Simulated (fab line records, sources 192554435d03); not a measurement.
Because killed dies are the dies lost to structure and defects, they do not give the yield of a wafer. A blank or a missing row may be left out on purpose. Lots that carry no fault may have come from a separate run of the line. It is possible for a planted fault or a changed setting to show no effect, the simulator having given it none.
Split-lot experiment || flow n5_finfet || 21 wafers read from 7 lots, route of 1938 steps

## SPLIT DETAILS
At N5_FIN_SAQP_HM_DEP_03 (deposits SiNx from SiH4/NH3/N2, target thk 38 nm, time 33.6 s), the setting time_s was moved away from the recipe's 33.6 s on 8 of the 21 wafers read, by -5.1% to +11.3%. All remaining wafers had this setting at the recipe value.

## FROM THE SPLIT TO THE READING: what the file shows between them, 9 steps
- N5_FIN_SAQP_THK_MEAS_05
- N5_FIN_SAQP_COAT_68: time 60 s, resist thk 100 nm (also split here: spin_rpm)
- N5_FIN_SAQP_SPACER2_ALD_28: deposits SiO2, target thk 8.1 nm, pulse time 1 s, purge time 2 s (also split here: temp_c)
- N5_FIN_SAQP_SPACER2_ETCHBACK_29: etches SiO2 in CHF3/O2, target depth 12.2 nm, time 6.1 s
- N5_FIN_SAQP_MANDREL2_REMOVE_60: chemistry HBr/Cl2/O2, target a-Si, stops on SiNx, bt time 10 s
- N5_FIN_SAQP_HM_OPEN_33: chemistry CH3F/O2, target SiNx, target depth 49.4 nm, time 70.6 s
- N5_FIN_SAQP_ETCH_34: etches SiO2 in C4F6/O2, target depth 45 nm, time 15 s
- N5_FIN_SAQP_STRIP_77: strips in N2/H2, time 90 s
- N5_FIN_SAQP_ETCH_64: etches SiO2 in CF4, target depth 1.5 nm

## THE READING
SiNx_of_FIN_SAQP_HM_DEP_03.thk_nm (the simulator's own value, which no gauge read), in nm, at N5_FIN_SAQP_FIN_ETCH_36 (etches the open film in HBr/Cl2/O2, target depth 120 nm, time 50.4 s). There is no usual value for it anywhere in the file. The 13 wafers here that ran the recipe average 21.2 nm, standard deviation 0.68 nm.

{"wafer": "L077.1", "tool, chamber at the split": "pecvd-01, 0", "time_s as run, s": 33.6, "against the recipe": "recipe", "SiNx_of_FIN_SAQP_HM_DEP_03.thk_nm, nm": 22.4, "against lot-mates on the recipe": "-"}
{"wafer": "L077.2", "tool, chamber at the split": "pecvd-01, 2", "time_s as run, s": 31.9, "against the recipe": "-5.1%", "SiNx_of_FIN_SAQP_HM_DEP_03.thk_nm, nm": 18.4, "against lot-mates on the recipe": -4.0}
{"wafer": "L077.5", "tool, chamber at the split": "pecvd-01, 0", "time_s as run, s": 31.9, "against the recipe": "-5.1%", "SiNx_of_FIN_SAQP_HM_DEP_03.thk_nm, nm": 19.4, "against lot-mates on the recipe": -3.0}
{"wafer": "L078.1", "tool, chamber at the split": "pecvd-01, 1", "time_s as run, s": 33.6, "against the recipe": "recipe", "SiNx_of_FIN_SAQP_HM_DEP_03.thk_nm, nm": 21, "against lot-mates on the recipe": "-"}
{"wafer": "L078.5", "tool, chamber at the split": "pecvd-01, 0", "time_s as run, s": 33.6, "against the recipe": "recipe", "SiNx_of_FIN_SAQP_HM_DEP_03.thk_nm, nm": 22.6, "against lot-mates on the recipe": "-"}
{"wafer": "L078.6", "tool, chamber at the split": "pecvd-01, 2", "time_s as run, s": 33.6, "against the recipe": "recipe", "SiNx_of_FIN_SAQP_HM_DEP_03.thk_nm, nm": 21.2, "against lot-mates on the recipe": "-"}
{"wafer": "L081.3", "tool, chamber at the split": "pecvd-04, 1", "time_s as run, s": 33.6, "against the recipe": "recipe", "SiNx_of_FIN_SAQP_HM_DEP_03.thk_nm, nm": 22, "against lot-mates on the recipe": "-"}
{"wafer": "L081.4", "tool, chamber at the split": "pecvd-04, 2", "time_s as run, s": 33.6, "against the recipe": "recipe", "SiNx_of_FIN_SAQP_HM_DEP_03.thk_nm, nm": 20.2, "against lot-mates on the recipe": "-"}
{"wafer": "L081.5", "tool, chamber at the split": "pecvd-04, 2", "time_s as run, s": 33.6, "against the recipe": "recipe", "SiNx_of_FIN_SAQP_HM_DEP_03.thk_nm, nm": 20.6, "against lot-mates on the recipe": "-"}
{"wafer": "L083.1", "tool, chamber at the split": "pecvd-01, 2", "time_s as run, s": 37.09, "against the recipe": "+10.4%", "SiNx_of_FIN_SAQP_HM_DEP_03.thk_nm, nm": 23.8, "against lot-mates on the recipe": "+2.8"}
{"wafer": "L083.3", "tool, chamber at the split": "pecvd-01, 1", "time_s as run, s": 33.6, "against the recipe": "recipe", "SiNx_of_FIN_SAQP_HM_DEP_03.thk_nm, nm": 21, "against lot-mates on the recipe": "-"}
{"wafer": "L083.4", "tool, chamber at the split": "pecvd-01, 0", "time_s as run, s": 37.09, "against the recipe": "+10.4%", "SiNx_of_FIN_SAQP_HM_DEP_03.thk_nm, nm": 25.4, "against lot-mates on the recipe": "+4.4"}
{"wafer": "L087.2", "tool, chamber at the split": "pecvd-03, 2", "time_s as run, s": 33.6, "against the recipe": "recipe", "SiNx_of_FIN_SAQP_HM_DEP_03.thk_nm, nm": 20.8, "against lot-mates on the recipe": "-"}
{"wafer": "L087.3", "tool, chamber at the split": "pecvd-03, 1", "time_s as run, s": 36.07, "against the recipe": "+7.4%", "SiNx_of_FIN_SAQP_HM_DEP_03.thk_nm, nm": 24, "against lot-mates on the recipe": "+3.2"}
{"wafer": "L087.4", "tool, chamber at the split": "pecvd-03, 0", "time_s as run, s": 36.07, "against the recipe": "+7.4%", "SiNx_of_FIN_SAQP_HM_DEP_03.thk_nm, nm": 24.4, "against lot-mates on the recipe": "+3.6"}
{"wafer": "L091.3", "tool, chamber at the split": "pecvd-03, 0", "time_s as run, s": 37.4, "against the recipe": "+11.3%", "SiNx_of_FIN_SAQP_HM_DEP_03.thk_nm, nm": 25.2, "against lot-mates on the recipe": "+4.2"}
{"wafer": "L091.4", "tool, chamber at the split": "pecvd-03, 0", "time_s as run, s": 37.4, "against the recipe": "+11.3%", "SiNx_of_FIN_SAQP_HM_DEP_03.thk_nm, nm": 25.6, "against lot-mates on the recipe": "+4.6"}
{"wafer": "L091.6", "tool, chamber at the split": "pecvd-03, 1", "time_s as run, s": 33.6, "against the recipe": "recipe", "SiNx_of_FIN_SAQP_HM_DEP_03.thk_nm, nm": 21, "against lot-mates on the recipe": "-"}
{"wafer": "L096.2", "tool, chamber at the split": "pecvd-01, 2", "time_s as run, s": 33.6, "against the recipe": "recipe", "SiNx_of_FIN_SAQP_HM_DEP_03.thk_nm, nm": 20.6, "against lot-mates on the recipe": "-"}
{"wafer": "L096.3", "tool, chamber at the split": "pecvd-01, 0", "time_s as run, s": 33.6, "against the recipe": "recipe", "SiNx_of_FIN_SAQP_HM_DEP_03.thk_nm, nm": 21.4, "against lot-mates on the recipe": "-"}
{"wafer": "L096.5", "tool, chamber at the split": "pecvd-01, 1", "time_s as run, s": 33.6, "against the recipe": "recipe", "SiNx_of_FIN_SAQP_HM_DEP_03.thk_nm, nm": 21.2, "against lot-mates on the recipe": "-"}

THE FIT
A straight line over all 21 wafers: SiNx_of_FIN_SAQP_HM_DEP_03.thk_nm changes by +0.373 nm for each +1% of time_s; r = +0.94; the points scatter about the line by 0.68 nm.
The same after taking each lot's own level away (the mean of its wafers on the recipe; 21 wafers): +0.429 nm for each +1%; r = +0.95; scatter 0.73 nm.
According to that fit, moving time_s by its largest amount changes the reading by 4.9 nm.
The span of the lots' own levels, 20.80 to 22.40 nm, comes to 2.3 times the standard deviation stated above.
Thus the slope moves with the lot-to-lot level: the two fits are different.
Check: +4.73 nm against its lot-mates is what the line predicts for one of the wafers moved furthest among these (+11.3%) when that wafer is left out of the fit. Against them it came out at +4.2 nm.

## ADDITIONAL SPLITS CARRIED BY THESE WAFERS
Other splits were also applied to these wafers ahead of the reading. Each is held against what the fit with the lots' levels taken away leaves over:
{"other split on the same wafers": "N5_FIN_SAQP_COAT_68 spin_rpm", "wafers away from the commonest value": 10, "r with SiNx_of_FIN_SAQP_HM_DEP_03.thk_nm (lot level and that fit taken away)": "+0.28"}
{"other split on the same wafers": "N5_FIN_SAQP_SPACER2_ALD_28 temp_c", "wafers away from the commonest value": 6, "r with SiNx_of_FIN_SAQP_HM_DEP_03.thk_nm (lot level and that fit taken away)": -0.52}

## THE WHOLE CHAIN: every reading that the file lists as answering this split, in the file's order
{"step": "N5_FIN_SAQP_HM_DEP_03", "what it does": "deposits SiNx from SiH4/NH3/N2, target thk 38 nm, time 33.6 s", "reading": "SiNx_of_FIN_SAQP_HM_DEP_03.thk_nm (the simulator's own value, which no gauge read)", "change (the file's fit)": "+0.38 nm for each +1% of the setting", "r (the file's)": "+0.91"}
{"step": "N5_FIN_SAQP_THK_MEAS_05", "what it does": "", "reading": "thk_nm", "change (the file's fit)": "withheld for each +1% of the setting", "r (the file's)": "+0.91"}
{"step": "N5_FIN_SAQP_HM_OPEN_33", "what it does": "chemistry CH3F/O2, target SiNx, target depth 49.4 nm, time 70.6 s", "reading": "etch_rf_on_time_s", "change (the file's fit)": "withheld for each +1% of the setting", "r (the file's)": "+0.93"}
{"step": "N5_FIN_SAQP_HM_OPEN_33", "what it does": "chemistry CH3F/O2, target SiNx, target depth 49.4 nm, time 70.6 s", "reading": "etch.depth_nm (the simulator's own value, which no gauge read)", "change (the file's fit)": "+0.382 nm for each +1% of the setting", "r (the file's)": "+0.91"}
{"step": "N5_FIN_SAQP_ETCH_34", "what it does": "etches SiO2 in C4F6/O2, target depth 45 nm, time 15 s", "reading": "SiNx_of_FIN_SAQP_HM_DEP_03.thk_nm (the simulator's own value, which no gauge read)", "change (the file's fit)": "+0.389 nm for each +1% of the setting", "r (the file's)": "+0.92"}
{"step": "N5_FIN_SAQP_ETCH_64", "what it does": "etches SiO2 in CF4, target depth 1.5 nm", "reading": "SiNx_of_FIN_SAQP_HM_DEP_03.thk_nm (the simulator's own value, which no gauge read)", "change (the file's fit)": "+0.397 nm for each +1% of the setting", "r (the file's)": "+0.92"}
{"step": "N5_FIN_SAQP_FIN_ETCH_36", "what it does": "etches the open film in HBr/Cl2/O2, target depth 120 nm, time 50.4 s", "reading": "SiNx_of_FIN_SAQP_HM_DEP_03.thk_nm (the simulator's own value, which no gauge read)", "change (the file's fit)": "+0.412 nm for each +1% of the setting", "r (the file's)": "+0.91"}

## THE FILE'S OWN FIT
SiNx_of_FIN_SAQP_HM_DEP_03.thk_nm changes by +0.412 nm for each +1% of time_s, r = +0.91.
